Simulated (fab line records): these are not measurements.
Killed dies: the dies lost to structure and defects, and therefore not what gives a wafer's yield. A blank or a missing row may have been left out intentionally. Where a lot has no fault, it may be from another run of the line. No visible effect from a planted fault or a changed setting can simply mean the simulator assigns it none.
Which tool is to blame? + flow nand-harc + 13 lots with 39 wafers sampled at 4 steps, on a route of 1159 steps

## WHAT EACH GAUGE READ, for each wafer
NHARC_A_M0_INSPECT_27.
| lot  | measured     | on                | raw-defect-count |
|------|--------------|-------------------|------------------|
| L592 | day 18 00:11 | defect-inspect-01 | 244 233 381      |
| L595 | day 19 00:44 | defect-inspect-01 | 319 340 490      |
| L594 | day 19 15:49 | defect-inspect-01 | 523 324 536      |
| L596 | day 19 20:30 | defect-inspect-01 | 356 375 342      |
| L598 | day 19 20:49 | defect-inspect-02 | 485 680 333      |
| L599 | day 20 00:54 | defect-inspect-01 | 307 408 424      |
| L597 | day 20 02:07 | defect-inspect-02 | 325 379 445      |
| L602 | day 20 17:30 | defect-inspect-01 | 466 464 368      |
| L600 | day 20 17:45 | defect-inspect-02 | 483 532 687      |
| L601 | day 20 22:01 | defect-inspect-02 | 451 341 469      |
| L609 | day 23 00:08 | defect-inspect-02 | 475 395 362      |
| L610 | day 23 12:34 | defect-inspect-02 | 485 437 388      |
| L611 | day 23 19:50 | defect-inspect-01 | 300 307 280      |

NHARC_END_SORT_01.
| lot  | measured     | on        | defect-limited-yield (%) | killed-at-array | killed-at-other | killed-at-periphery | killed-dies | killed-open | killed-short | sort_bin_2_pct (%) | sort_bin_3_pct (%) | sort_bin_4_pct (%) | sort-n-pass | sort-rim-yield-pct (%) | sort-yield-pct (%) |
|------|--------------|-----------|--------------------------|-----------------|-----------------|---------------------|-------------|-------------|--------------|--------------------|--------------------|--------------------|-------------|------------------------|--------------------|
| L592 | day 20 04:47 | prober-02 | 97.0 97.6 97.0           | 18 15 18        | 0 0 0           | 2 1 2               | 20 16 20    | 3 2 7       | 2 1 1        | 0.7 0.7 1.2        | 0.44 0.15 0        | 1.8 1.5 1.8        | 657 661 657 | 98.1 97.2 100.0        | 97.0 97.6 97.0     |
| L595 | day 21 03:04 | prober-01 | 96.5 97.9 96.6           | 20 14 21        | 0 0 0           | 4 0 2               | 24 14 23    | 4 0 2       | 4 1 1        | 1.3 0.3 1.0        | 0.44 0.30 0        | 1.8 1.5 2.4        | 653 663 654 | 94.3 99.1 97.2         | 96.5 97.9 96.6     |
| L594 | day 21 17:43 | prober-02 | 95.3 94.8 96.3           | 30 31 22        | 1 0 1           | 1 4 2               | 32 35 25    | 3 4 3       | 2 2 4        | 1.0 1.2 1.0        | 0.30 0.15 0.15     | 3.4 3.8 2.5        | 645 642 652 | 93.4 93.4 97.2         | 95.3 94.8 96.3     |
| L596 | day 21 12:30 | prober-01 | 95.4 95.9 97.3           | 28 24 14        | 1 0 1           | 2 4 3               | 31 28 18    | 3 4 3       | 2 1 0        | 1.2 1.8 0.9        | 0.15 0.15 0        | 3.2 2.2 1.8        | 646 649 659 | 94.3 92.5 96.2         | 95.4 95.9 97.3     |
| L598 | day 21 10:00 | prober-02 | 95.0 96.3 95.9           | 32 24 25        | 0 0 1           | 2 1 2               | 34 25 28    | 7 3 2       | 0 2 2        | 1.0 0.9 1.0        | 0.74 0.15 0.30     | 3.2 2.7 2.8        | 643 652 649 | 89.6 92.5 93.4         | 95.0 96.3 95.9     |
| L599 | day 21 18:46 | prober-01 | 97.6 98.4 98.5           | 15 9 8          | 0 0 1           | 1 2 1               | 16 11 10    | 3 3 1       | 2 1 1        | 0.7 0.1 0.1        | 0.15 0.15 0        | 1.5 1.3 1.3        | 661 666 667 | 99.1 100.0 99.1        | 97.6 98.4 98.5     |
| L597 | day 22 02:11 | prober-02 | 95.1 94.8 95.6           | 29 28 27        | 1 0 0           | 3 7 3               | 33 35 30    | 2 3 2       | 3 3 1        | 1.6 1.6 1.9        | 0.44 0.30 0.30     | 2.8 3.2 2.2        | 644 642 647 | 99.1 96.2 96.2         | 95.1 94.8 95.6     |
| L602 | day 22 09:09 | prober-02 | 5.5 5.3 4.7              | 639 639 643     | 0 0 0           | 1 2 2               | 640 641 645 | 1 4 3       | 1 0 1        | 93.1 93.5 94.1     | 0 0.15 0.30        | 1.5 1.0 0.9        | 37 36 32    | 22.6 1.9 2.8           | 5.5 5.3 4.7        |
| L600 | day 22 08:10 | prober-01 | 3.7 5.5 3.8              | 649 637 645     | 1 1 0           | 2 2 6               | 652 640 651 | 5 2 4       | 0 0 3        | 94.1 92.2 93.2     | 0.44 0.15 0.30     | 1.8 2.2 2.7        | 25 37 26    | 0 0 0                  | 3.7 5.5 3.8        |
| L601 | day 22 16:02 | prober-01 | 4.9 3.7 4.3              | 640 649 643     | 0 0 0           | 4 3 5               | 644 652 648 | 4 0 4       | 1 0 5        | 90.8 91.9 90.0     | 0 0.15 0.59        | 4.3 4.3 5.2        | 33 25 29    | 4.7 13.2 14.2          | 4.9 3.7 4.3        |
| L609 | day 24 12:21 | prober-01 | 91.9 92.2 92.6           | 49 50 45        | 0 1 0           | 6 2 5               | 55 53 50    | 5 2 6       | 1 3 2        | 2.1 2.5 1.9        | 0.15 0.30 0.15     | 5.9 5.0 5.3        | 622 624 627 | 93.4 93.4 88.7         | 91.9 92.2 92.6     |
| L610 | day 25 01:40 | prober-01 | 91.7 93.1 92.3           | 54 42 46        | 0 0 0           | 2 5 6               | 56 47 52    | 2 5 3       | 0 1 0        | 2.7 2.5 3.1        | 0.59 0.30 0.30     | 5.0 4.1 4.3        | 621 630 625 | 96.2 95.3 94.3         | 91.7 93.1 92.3     |
| L611 | day 25 12:46 | prober-02 | 96.8 95.9 95.4           | 19 23 26        | 1 4 3           | 2 1 2               | 22 28 31    | 6 0 6       | 1 2 0        | 1.2 1.3 1.5        | 0.15 0.44 0        | 1.9 2.4 3.1        | 655 649 646 | 95.3 97.2 100.0        | 96.8 95.9 95.4     |

## WHICH TOOL RAN EACH LOT (tool, then ch and the chambers of the sampled wafers, then the start)
| lot  | NHARC_A_M0_STRIP_18                | NHARC_A_M0_PVD_21                       |
|------|------------------------------------|-----------------------------------------|
| L592 | rie-diel-13 ch 2,3, day 17 22:01   | pvd-sputter-03, day 18 00:11 or earlier |
| L595 | rie-diel-07 ch 0,1, day 18 22:38   | pvd-sputter-01, day 19 00:44 or earlier |
| L594 | rie-diel-13 ch 0,2, day 19 13:37   | pvd-sputter-01, day 19 15:49 or earlier |
| L596 | rie-diel-09 ch 0,2,3, day 19 17:46 | pvd-sputter-02, day 19 20:30 or earlier |
| L598 | rie-diel-13 ch 0,1,2, day 19 18:07 | pvd-sputter-02, day 19 20:49 or earlier |
| L599 | rie-diel-07 ch 0,2,3, day 19 22:51 | pvd-sputter-01, day 20 00:54 or earlier |
| L597 | rie-diel-07 ch 2,3, day 19 23:30   | pvd-sputter-03, day 20 02:07 or earlier |
| L602 | rie-diel-09 ch 0,1, day 20 15:24   | pvd-sputter-01, day 20 17:30 or earlier |
| L600 | rie-diel-13 ch 1,2,3, day 20 15:39 | pvd-sputter-03, day 20 17:45 or earlier |
| L601 | rie-diel-07 ch 0,2, day 20 19:53   | pvd-sputter-02, day 20 22:01 or earlier |
| L609 | rie-diel-07 ch 1,2,3, day 22 22:02 | pvd-sputter-02, day 23 00:08 or earlier |
| L610 | rie-diel-13 ch 0,2, day 23 10:30   | pvd-sputter-03, day 23 12:34 or earlier |
| L611 | rie-diel-13 ch 0,2,3, day 23 17:44 | pvd-sputter-02, day 23 19:50 or earlier |
- NHARC_A_M0_STRIP_18: strips in N2/H2.
- NHARC_A_M0_PVD_21: deposits Cu, target thk 30 nm, time 20.49 s.

## AS READ BY THE TOOLS THEMSELVES (means over the sampled wafers that have a number; for cases with no such wafer, the mark the record gives instead)
NHARC_A_M0_STRIP_18.
| lot  | tool        | chamber-pressure-mTorr (mTorr) | drypump-motor-current-A (A) | oes-product-au (a.u.) | rf-fwd-power-W (W) | rf-vpp-V (V) | showerhead-plenum-p-Torr (Torr) | throttle-valve-pct (%) |
|------|-------------|--------------------------------|-----------------------------|-----------------------|--------------------|--------------|---------------------------------|------------------------|
| L592 | rie-diel-13 | 29.994                         | 5.5                         | 0.998                 | 997                | 90.9         | 2.00                            | 14.174                 |
| L595 | rie-diel-07 | 30.008                         | 5.7                         | 1.001                 | 1001               | 89.7         | 1.98                            | 14.166                 |
| L594 | rie-diel-13 | 29.985                         | 5.6                         | 1.003                 | 997                | 89.6         | 1.91                            | 14.169                 |
| L596 | rie-diel-09 | 30.028                         | 6.0                         | 1.000                 | 997                | 90.2         | 2.00                            | 14.165                 |
| L598 | rie-diel-13 | 29.994                         | 5.7                         | 1.000                 | 999                | 89.9         | 1.95                            | 14.174                 |
| L599 | rie-diel-07 | 29.996                         | 5.5                         | 0.995                 | 998                | 90.1         | 1.95                            | 14.176                 |
| L597 | rie-diel-07 | 30.019                         | 5.3                         | 1.007                 | 1000               | 90.6         | 1.96                            | 14.170                 |
| L602 | rie-diel-09 | -                              | -                           | -                     | -                  | -            | -                               | -                      |
| L600 | rie-diel-13 | -                              | -                           | -                     | -                  | -            | -                               | -                      |
| L601 | rie-diel-07 | -                              | -                           | -                     | -                  | -            | -                               | -                      |
| L609 | rie-diel-07 | 29.999                         | 5.5                         | 0.995                 | 998                | 91.1         | 1.98                            | 14.179                 |
| L610 | rie-diel-13 | 30.001                         | 5.6                         | 0.992                 | 996                | 89.7         | 1.91                            | 14.160                 |
| L611 | rie-diel-13 | 30.010                         | 5.4                         | 0.989                 | 998                | 89.9         | 2.00                            | 14.182                 |

NHARC_A_M0_PVD_21.
| lot  | tool           | throttle-valve-pct (%) |
|------|----------------|------------------------|
| L592 | pvd-sputter-03 | 29.4                   |
| L595 | pvd-sputter-01 | 30.0                   |
| L594 | pvd-sputter-01 | 29.3                   |
| L596 | pvd-sputter-02 | 28.6                   |
| L598 | pvd-sputter-02 | 28.4                   |
| L599 | pvd-sputter-01 | 29.7                   |
| L597 | pvd-sputter-03 | 29.4                   |
| L602 | pvd-sputter-01 | 28.8                   |
| L600 | pvd-sputter-03 | 30.3                   |
| L601 | pvd-sputter-02 | 28.1                   |
| L609 | pvd-sputter-02 | 28.5                   |
| L610 | pvd-sputter-03 | 30.2                   |
| L611 | pvd-sputter-02 | 28.7                   |

## THE ANSWER, worked out from the rows above alone
Rule: the usual values come from the lots themselves. The widest of any qualifying gaps counts: lots, ordered by their means at a reading, are off when they make up no more than a third of the lots, leave a main group of 4 or more, and stand apart from it by 3 or more times the standard deviation of that group's means. If all means in a main group match to the digits the tables above print for the reading, that group is not used. Also off: a lot with no number at a reading for which 4 or more lots have one. Where the step has rows for the other lots, those lots are counted as sound. First the gauges in route order, then the tools' own readings, where a lot's mean is used as printed above. At the first step where some lot is off, the reading lying furthest off is the one used; lots without a number count as furthest.
Off: L602, L600, L601, at NHARC_END_SORT_01 (sort_bin_2_pct). Mean 1.3 % and standard deviation 0.68 in the main group.
If a tool, at a process step before that reading, ran all the lots that are off and no sound lot after the first of them, it fits. The gauges at NHARC_END_SORT_01 aren't tried: what is off there is off at NHARC_A_M0_STRIP_18 too, on other tools, and a gauge's error can't cause that. NHARC_A_M0_PVD_21: start missing for some lots; hours and lot order therefore follow NHARC_A_M0_INSPECT_27. No candidate that was tried fits.

## WHAT THE SIMULATOR HAD PUT IN
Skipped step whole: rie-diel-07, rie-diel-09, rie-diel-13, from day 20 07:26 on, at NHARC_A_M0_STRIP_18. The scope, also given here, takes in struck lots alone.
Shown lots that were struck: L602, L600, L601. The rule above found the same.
